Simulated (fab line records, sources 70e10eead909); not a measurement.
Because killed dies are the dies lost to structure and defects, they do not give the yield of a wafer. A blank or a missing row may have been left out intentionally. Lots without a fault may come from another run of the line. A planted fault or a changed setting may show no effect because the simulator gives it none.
fab line records	flow nand_harc	part 2 of 2: steps 28 to 38 of 38
[record] lots = 5	wafers = 15	last_day = 33
route steps=1302 shown HYBRID_BOND@1241 THIN_TSV@1244
lots that met no fault: taken from a fault-free run of the same line
start_h: the number of hours between the record's first day and the start of the first shown wafer of the lot	wait_h: hours since the lot's step before	" the same as in the row above	L1.1+2: a row that stands for several wafers	- either no value or no given start	* or withheld: withheld	< > ~ a bound
route shown NAME@n: a module of which the file shows steps, and the number in the route of the first	usual: mean and standard deviation over wafers with no fault	same: alike in all rows	chamber/n: place in a boat	sites: each site's reading	_std_site: the values' standard deviation	_edge_site: inner sites' mean taken away from outer sites' mean	radius_mm: for every site, how far away it sits from the centre of the wafer	mask NAME#n: copy n	behind: the tool/chamber that last shaped the wafer	hold: cause of the lot's hold/its duration in hours/its outcome	device: the transistor (n, p or np) that didn't switch	end of line: the same wafers' tests at the end of the route	a step given without rows: its recipe and nothing more	killed: not the wafer's yield, but the dies lost to structure and defects at the first sort	map: a wafer's dies, x killed, . not, _ none there
set.NAME: the run value of the setting; set.NAME@STEP: its run value at that earlier step	model.NAME: the simulator's own value behind a step, which no gauge read
lots at some steps of the route; a table a step, a row a wafer
services: when a tool's chamber went out of use (start_h, in hours from the record's first day, below 0 if earlier), for how many hours, and the reason
[[steps]]
[step NHARC_THIN_TSV_ETCHBACK_48]
[recipe] target_depth_a = 10285	over_etch_frac = 0.3	time_s = 405.17	ion_energy_ev = 250	c4f8_flow_sccm = withheld	ar_flow_sccm = withheld	rf_w = 600	bias_w = 300	chemistry = C4F8/Ar
[usual] oes_product_au = 0.943/0.029	rf_vpp_V = 546/3.4
lot.wafer	tool	chamber	start_h	wait_h	oes_product_au	rf_hours_counter_h	rf_vpp_V
L078.1	rie_diel-09	3	586.68	-	0.912	3.2	543
L078.2	"	1	"	"	0.911	3.2	553
L078.6	"	3	"	"	0.915	-	544
L083.2	rie_diel-08	3	660.26	-	0.918	5.1	542
L083.1	"	1	"	"	0.925	5.8	552
L083.5	"	3	"	"	0.911	-	543
L086.3	rie_diel-13	3	674.31	-	0.926	9.2	546
L086.5	"	1	"	"	0.916	-	544
L086.6	"	2	"	"	0.923	-	544
L092.4	rie_diel-09	3	727.83	-	0.962	1.8	543
L092.2	"	1	"	"	0.969	2.4	551
L092.6	"	0	"	"	0.993	-	545
L097.4	rie_diel-08	3	775.35	-	0.919	2.6	542
L097.1	"	1	"	"	0.922	2.0	551
L097.6	"	0	"	"	0.937	-	545
[step NHARC_THIN_TSV_STRIP_62]
[recipe] power_w = 1500	temp_c = 250	time_s = 20	chemistry = N2/H2
[usual] drypump_motor_current_A = 5.7/0.36	heater_power_w = 348/10
lot.wafer	tool	chamber	start_h	wait_h	drypump_motor_current_A	heater_power_w	rf_hours_counter_h
L078.2	plasma_asher-01	1	587.04	-	5.5	329	12
L078.1	"	0	"	"	5.1	349	12
L078.6	"	1	"	"	5.5	338	-
L083.1	plasma_asher-02	1	660.58	-	6.0	349	9
L083.2	"	0	"	"	5.8	352	9
L083.5	"	0	"	"	5.8	340	-
L086.3	plasma_asher-02	1	674.64	-	6.1	358	-
L086.6	"	1	"	"	6.1	358	-
L086.5	"	0	"	"	5.8	350	-
L092.2	plasma_asher-02	0	728.19	-	5.8	345	25
L092.4	"	1	"	"	6.0	360	-
L092.6	"	1	"	"	6.0	357	-
L097.1	plasma_asher-01	0	775.77	-	5.0	357	13
L097.4	"	1	"	"	5.5	336	-
L097.6	"	1	"	"	5.5	336	-
[step NHARC_THIN_TSV_DEGAS_49]
[recipe] temp_c = 300	time_s = 120
[usual] heater_power_w = 461/51
lot.wafer	tool	chamber	start_h	wait_h	heater_power_w
L078.2	pvd_sputter-03	-	587.22	0.2	503
L078.1	"	-	"	"	431
L078.6	"	-	"	"	498
L083.2	pvd_sputter-01	-	660.75	0.1	344
L083.1	"	-	"	"	377
L083.5	"	-	"	"	500
L086.3	pvd_sputter-03	-	674.81	0.1	489
L086.5	"	-	"	"	509
L086.6	"	-	"	"	450
L092.2	pvd_sputter-02	-	728.37	0.2	450
L092.4	"	-	"	"	504
L092.6	"	-	"	"	458
L097.1	pvd_sputter-02	-	775.95	0.2	482
L097.4	"	-	"	"	487
L097.6	"	-	"	"	469
[step NHARC_THIN_TSV_PRE_CLEAN_50]
[recipe] time_s = 30	temp_c = 280	gas = H2/He
[usual] heater_power_w = 404/46
lot.wafer	tool	chamber	start_h	wait_h	heater_power_w
L078.1	pvd_sputter-03	-	-	-	422
L078.2	"	-	"	"	377
L078.6	"	-	"	"	438
L083.1	pvd_sputter-01	-	-	-	322
L083.2	"	-	"	"	414
L083.5	"	-	"	"	331
L086.3	pvd_sputter-03	-	-	-	443
L086.5	"	-	"	"	449
L086.6	"	-	"	"	387
L092.2	pvd_sputter-02	-	-	-	443
L092.4	"	-	"	"	416
L092.6	"	-	"	"	441
L097.4	pvd_sputter-02	-	-	-	419
L097.1	"	-	"	"	400
L097.6	"	-	"	"	396
[step NHARC_THIN_TSV_PVD_19]
[recipe] target_thk_a = 200	chamber_pressure_pa = 5	material = TaN
[usual] throttle_valve_pct = 29.5/1.1
lot.wafer	tool	chamber	start_h	wait_h	throttle_valve_pct
L078.1	pvd_sputter-03	-	-	-	29.1
L078.2	"	-	"	"	30.0
L078.6	"	-	"	"	28.0
L083.1	pvd_sputter-01	-	-	-	30.2
L083.2	"	-	"	"	31.9
L083.5	"	-	"	"	32.1
L086.3	pvd_sputter-03	-	-	-	30.2
L086.5	"	-	"	"	28.6
L086.6	"	-	"	"	30.3
L092.2	pvd_sputter-02	-	-	-	28.1
L092.4	"	-	"	"	29.9
L092.6	"	-	"	"	29.9
L097.1	pvd_sputter-02	-	-	-	29.6
L097.4	"	-	"	"	28.5
L097.6	"	-	"	"	27.9
[step NHARC_THIN_TSV_PVD_51]
[recipe] target_thk_a = 1000	chamber_pressure_pa = 5	material = Cu
[usual] throttle_valve_pct = 29.5/1.1
lot.wafer	tool	chamber	start_h	wait_h	throttle_valve_pct
L078.1	pvd_sputter-03	-	-	-	28.0
L078.2	"	-	"	"	28.9
L078.6	"	-	"	"	28.1
L083.1	pvd_sputter-01	-	-	-	30.1
L083.2	"	-	"	"	29.8
L083.5	"	-	"	"	30.5
L086.3	pvd_sputter-03	-	-	-	28.8
L086.5	"	-	"	"	30.2
L086.6	"	-	"	"	28.4
L092.4	pvd_sputter-02	-	-	-	28.4
L092.2	"	-	"	"	29.8
L092.6	"	-	"	"	30.0
L097.1	pvd_sputter-02	-	-	-	28.7
L097.4	"	-	"	"	30.0
L097.6	"	-	"	"	28.9
[step NHARC_THIN_TSV_ECD_20]
[recipe] target_thk_a = 20000	material = Cu
lot.wafer	tool	chamber	start_h	wait_h
L078.2+1+6	ecd_cu-01	1,0,1	587.67	-
L083.2+1+5	ecd_cu-01	0,1,1	661.21	-
L086.3+6+5	ecd_cu-02	0,1,0	675.53	-
L092.2+4+6	ecd_cu-01	0	728.92	-
L097.1+4+6	ecd_cu-01	0,0,1	776.53	-
[step NHARC_THIN_TSV_ANNEAL_52]
[recipe] temp_c = 225	time_s = 90
[usual] anneal_temp_c = 224.98/0.16	wafer_temp_C_max = 225.92/0.22
lot.wafer	tool	chamber	start_h	wait_h	anneal_temp_c	wafer_temp_C_max
L078.1	rtp_anneal-02	0	588.43	0.6	224.85	226.07
L078.2	"	0	"	"	225.07	226.27
L078.6	"	0	"	"	225.03	225.77
L083.1	rtp_anneal-02	0	661.96	0.6	224.99	226.09
L083.2	"	0	"	"	225.18	225.90
L083.5	"	0	"	"	225.17	225.83
L086.3	rtp_anneal-01	0	676.06	0.4	224.76	226.08
L086.5	"	0	"	"	225.24	225.95
L086.6	"	0	"	"	225.11	225.98
L092.2	rtp_anneal-02	0	729.60	0.6	224.71	226.16
L092.4	"	0	"	"	224.79	225.82
L092.6	"	0	"	"	224.96	225.90
L097.1	rtp_anneal-02	0	777.25	0.6	224.73	225.74
L097.4	"	0	"	"	225.10	225.82
L097.6	"	0	"	"	224.81	225.44
[step NHARC_THIN_TSV_CMP_21]
[recipe] t_overpolish_s = 30	target_thk_nm = 2000
[usual] motor_current_A = 12.5/1.3	overpolish_run_s = 30.000/0.0093
lot.wafer	tool	chamber	start_h	wait_h	motor_current_A	overpolish_run_s
L078.2	cmp-04	2	588.77	-	13.3	29.991
L078.1	"	0	"	"	13.6	30.000
L078.6	"	3	"	"	13.3	30.008
L083.1	cmp-03	1	662.31	-	11.2	29.977
L083.2	"	0	"	"	11.3	29.998
L083.5	"	2	"	"	15.0	29.990
L086.3	cmp-03	0	676.36	-	12.1	29.989
L086.6	"	2	"	"	15.2	30.018
L086.5	"	3	"	"	12.7	30.000
L092.4	cmp-04	0	729.93	-	12.7	30.006
L092.2	"	2	"	"	13.2	29.996
L092.6	"	0	"	"	14.1	30.011
L097.4	cmp-02	1	777.63	-	13.0	29.991
L097.1	"	2	"	"	13.3	29.999
L097.6	"	1	"	"	12.4	30.014
[step NHARC_THIN_TSV_SRD_23]
lot.wafer	tool	chamber	start_h	wait_h
L078.2+1+6	wet_bench-10	3,4,5	589.13	0.0
L083.2+5+1	wet_bench-08	5,6,7	662.67	0.0
L086.3+5+6	wet_bench-08	4,0,1	676.66	0.0
L092.2+6+4	wet_bench-10	5,7,0	730.27	0.0
L097.4+6+1	wet_bench-08	5,6,0	777.97	0.0
[step NHARC_THIN_TSV_DEGAS_53]
[recipe] temp_c = 300	time_s = 60
[usual] heater_power_w = 461/51
lot.wafer	tool	chamber	start_h	wait_h	heater_power_w
L078.2	pvd_sputter-03	-	589.26	0.1	523
L078.1	"	-	"	"	497
L078.6	"	-	"	"	437
L083.2	pvd_sputter-02	-	662.77	0.1	462
L083.1	"	-	"	"	508
L083.5	"	-	"	"	482
L086.3	pvd_sputter-01	-	676.79	0.1	368
L086.6	"	-	"	"	470
L086.5	"	-	"	"	338
L092.4	pvd_sputter-02	-	730.37	0.1	484
L092.2	"	-	"	"	465
L092.6	"	-	"	"	512
L097.4	pvd_sputter-03	-	778.08	0.1	473
L097.1	"	-	"	"	442
L097.6	"	-	"	"	514
[[services]]
tool	chamber	start_h	hours	kind
pecvd-02	-	560.78	1.1	repair
grinder-01	-	561.73	0.4	repair
pvd_sputter-01	-	566.03	1.9	repair
rie_diel-09	2	575.44	5.1	repair
litho_track-02	-	577.00	7.0	pm
rie_diel-13	2	578.29	4.9	repair
pvd_sputter-01	-	582.06	10.0	pm
pecvd-02	-	589.11	13.0	pm
grinder-01	-	591.19	1.9	repair
pvd_sputter-01	-	599.46	2.5	repair
litho_track-07	-	601.00	7.0	pm
plasma_asher-02	-	603.00	9.0	pm
rie_diel-09	3	609.11	21.1	repair
litho_track-03	-	625.00	7.0	pm
pvd_sputter-02	-	638.00	10.0	pm
wet_bench-08	-	646.41	8.0	pm
wet_bench-10	-	663.20	8.0	pm
rie_diel-09	-	674.10	9.0	pm
pvd_sputter-03	-	704.09	10.0	pm
pvd_sputter-02	-	708.94	1.9	repair
plasma_asher-02	-	717.39	0.3	repair
pvd_sputter-02	-	739.53	3.7	repair
litho_track-02	-	752.00	7.0	pm
litho_track-07	-	776.00	7.0	pm
